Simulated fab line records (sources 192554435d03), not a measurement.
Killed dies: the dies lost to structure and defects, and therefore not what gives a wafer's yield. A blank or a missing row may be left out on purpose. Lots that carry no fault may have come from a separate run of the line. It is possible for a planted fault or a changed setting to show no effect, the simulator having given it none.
Commonality check across tools    flow n5-finfet    23 wafers sampled across 8 lots

== WHY IT WAS OPENED ==
On 2 of the 8 lots, a flag is raised at N5_FIN_SAQP_INSPECT_40 on the reading raw-defect-count. Fault-free wafers read 224, with a standard deviation of 63.
Rule: a lot gets a flag if all its wafers with a number sit over 4 standard deviations from that mean, or if no wafer of it has a number. The rest of the lots are taken to be sound.

lot   measured     on                 raw-defect-count, wafer by wafer  flag
L833  day 2 08:11  defect-inspect-01  205 169 150                       
L844  day 5 05:13  defect-inspect-01  484 367 345                       
L846  day 5 14:19  defect-inspect-02  812 834 788                       FLAGGED
L847  day 5 20:04  defect-inspect-01  816 898 806                       FLAGGED
L848  day 6 02:56  defect-inspect-02  206 232 168                       
L851  day 6 20:16  defect-inspect-01  190 230                           
L852  day 7 03:04  defect-inspect-01  232 181 313                       
L854  day 7 14:34  defect-inspect-01  310 231 229                       
Average over the flagged lots: 826; offset from the usual +602, equal to +10 standard deviations.

== EACH LOT AND THE TOOL IT RAN ON ==
The record holds 3 process steps before the reading, out of a route of 1938 steps. Each cell gives the tool, then ch followed by the chambers the sampled wafers passed through, then the start.
lot   flag     N5_FIN_SAQP_ETCH_57                N5_FIN_SAQP_SPACER2_ETCHBACK_29    N5_FIN_SAQP_STRIP_77
L833           rie-diel-04 ch 0,1,3, day 2 06:07  rie-diel-01 ch 0,3, day 2 07:25    rie-diel-01 ch 1,3, day 2 07:45
L844           rie-diel-04 ch 0,1, day 5 00:45    rie-diel-01 ch 1,2, day 5 04:22    rie-diel-01 ch 0,1,2, day 5 04:46
L846  FLAGGED  rie-diel-01 ch 2,3, day 5 12:14    rie-diel-04 ch 0,1,2, day 5 13:32  rie-diel-05 ch 0,1, day 5 13:53
L847  FLAGGED  rie-diel-01 ch 0,2, day 5 17:51    rie-diel-05 ch 0,2, day 5 19:18    rie-diel-01 ch 0,1,2, day 5 19:38
L848           rie-diel-05 ch 2,3, day 6 00:41    rie-diel-04 ch 1,3, day 6 02:04    rie-diel-01 ch 1,3, day 6 02:29
L851           rie-diel-04 ch 2,3, day 6 18:10    rie-diel-05 ch 1,3, day 6 19:28    rie-diel-01 ch 0,2, day 6 19:49
L852           rie-diel-01 ch 0,1,3, day 7 00:46  rie-diel-04 ch 2,3, day 7 02:05    rie-diel-05 ch 2,3, day 7 02:37
L854           rie-diel-01 ch 0,1,2, day 7 12:25  rie-diel-05 ch 0,1, day 7 13:44    rie-diel-01 ch 1,2,3, day 7 14:07
What the steps here do:
- N5_FIN_SAQP_ETCH_57: etches SiNx in CH3F/O2, target depth 32.5 nm, time 46.4 s.
- N5_FIN_SAQP_SPACER2_ETCHBACK_29: etches SiO2 in CHF3/O2, target depth 12.2 nm, time 6.1 s.
- N5_FIN_SAQP_STRIP_77: strips in N2/H2, time 90 s.
- N5_FIN_SAQP_INSPECT_40: inspects for defects (brightfield).

== FLAGGED AGAINST TOTAL, ONE TOOL AT A TIME (gauges that did the reading follow at the end) ==
step                             tool               lots run  flagged  share of the flagged lots  sound lots run after its first flagged lot
N5_FIN_SAQP_ETCH_57              rie-diel-01        4         2        all                        2 (L852,L854)
N5_FIN_SAQP_ETCH_57              rie-diel-04        3         0        none                       -
N5_FIN_SAQP_ETCH_57              rie-diel-05        1         0        none                       -
N5_FIN_SAQP_SPACER2_ETCHBACK_29  rie-diel-01        2         0        none                       -
N5_FIN_SAQP_SPACER2_ETCHBACK_29  rie-diel-04        3         1        some                       2 (L848,L852)
N5_FIN_SAQP_SPACER2_ETCHBACK_29  rie-diel-05        3         1        some                       2 (L851,L854)
N5_FIN_SAQP_STRIP_77             rie-diel-01        6         1        some                       3 (L848,L851,L854)
N5_FIN_SAQP_STRIP_77             rie-diel-05        2         1        some                       1 (L852)
N5_FIN_SAQP_INSPECT_40           defect-inspect-01  6         1        some                       3 (L851,L852,L854)
N5_FIN_SAQP_INSPECT_40           defect-inspect-02  2         1        some                       1 (L848)

== THE TABLE: WHAT IT ALLOWS ==
All flagged lots share 1 row of the table, namely rie-diel-01 at N5_FIN_SAQP_ETCH_57.
- rie-diel-01 at N5_FIN_SAQP_ETCH_57: 2 of its 4 lots flagged. After the first flagged lot (L852, L854), sound lots still ran on it; a lasting fault on the whole tool would not permit that.
Every row of the table either missed a flagged lot or ran a sound lot after the first.

== WHAT WAS PUT IN BY THE SIMULATOR ==
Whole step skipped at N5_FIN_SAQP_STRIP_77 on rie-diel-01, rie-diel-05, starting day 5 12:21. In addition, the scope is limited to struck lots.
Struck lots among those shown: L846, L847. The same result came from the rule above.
